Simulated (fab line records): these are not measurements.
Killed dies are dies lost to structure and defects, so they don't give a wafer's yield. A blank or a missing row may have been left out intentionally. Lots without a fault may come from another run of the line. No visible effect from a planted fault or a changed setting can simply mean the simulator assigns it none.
Matching of chambers + flow n5-finfet + 4 sister chambers for N5_BEOL_M7_STRIP_19 on rie-diel-05
The step strips in O2. 4 wafers are shown with their chamber, then 12 later ones without.

== EACH WAFER AND ITS CHAMBER ==
| wafer  | chamber | throttle-valve-pct (%) |
|--------|---------|------------------------|
| L080.2 | 0       | 16.88                  |
| L082.4 | 3       | 17.24                  |
| L084.1 | 1       | 16.97                  |
| L084.5 | 2       | 16.25                  |

== WAFERS WHOSE CHAMBER IS MISSING ==
| wafer  | throttle-valve-pct (%) |
|--------|------------------------|
| L090.1 | 16.99                  |
| L090.4 | 16.24                  |
| L090.5 | 16.98                  |
| L094.1 | 17.01                  |
| L094.5 | 16.99                  |
| L094.6 | 17.28                  |
| L095.3 | 17.24                  |
| L095.5 | 16.27                  |
| L095.6 | 17.02                  |
| L097.2 | 16.46                  |
| L097.4 | 16.30                  |
| L097.6 | 16.47                  |

== CHAMBER TAKEN BY EACH ==
| wafer  | from the rows above          | in truth                   |
|--------|------------------------------|----------------------------|
| L090.1 | can't be placed: 1 or 0      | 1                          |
| L090.4 | 2                            | 2                          |
| L090.5 | can't be placed: 1 or 0      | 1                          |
| L094.1 | can't be placed: 1 or 0      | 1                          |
| L094.5 | can't be placed: 1 or 0      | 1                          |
| L094.6 | 3                            | 3                          |
| L095.3 | 3                            | 3                          |
| L095.5 | 2                            | 2                          |
| L095.6 | can't be placed: 1 or 0 or 3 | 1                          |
| L097.2 | 2                            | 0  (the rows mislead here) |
| L097.4 | 2                            | 2                          |
| L097.6 | 2                            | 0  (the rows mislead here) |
Correctly placed: 5 of 12. These rows do not allow placing 5 (true chamber among the candidates in 5). Number placed wrongly: 2.
How it was worked out, from the rows above alone: a wafer's distance from a chamber is the root of the sum, over the readings, of the square of ((its reading less the chamber's mean) divided by the reading's scatter). The wafer belongs to the nearest chamber; if the next one is less than 2 further off, it can't be placed. A chamber's mean is the mean of its shown wafers. The scatter: root of mean squared gap, hidden wafer to nearest shown wafer, with one shown wafer a chamber.
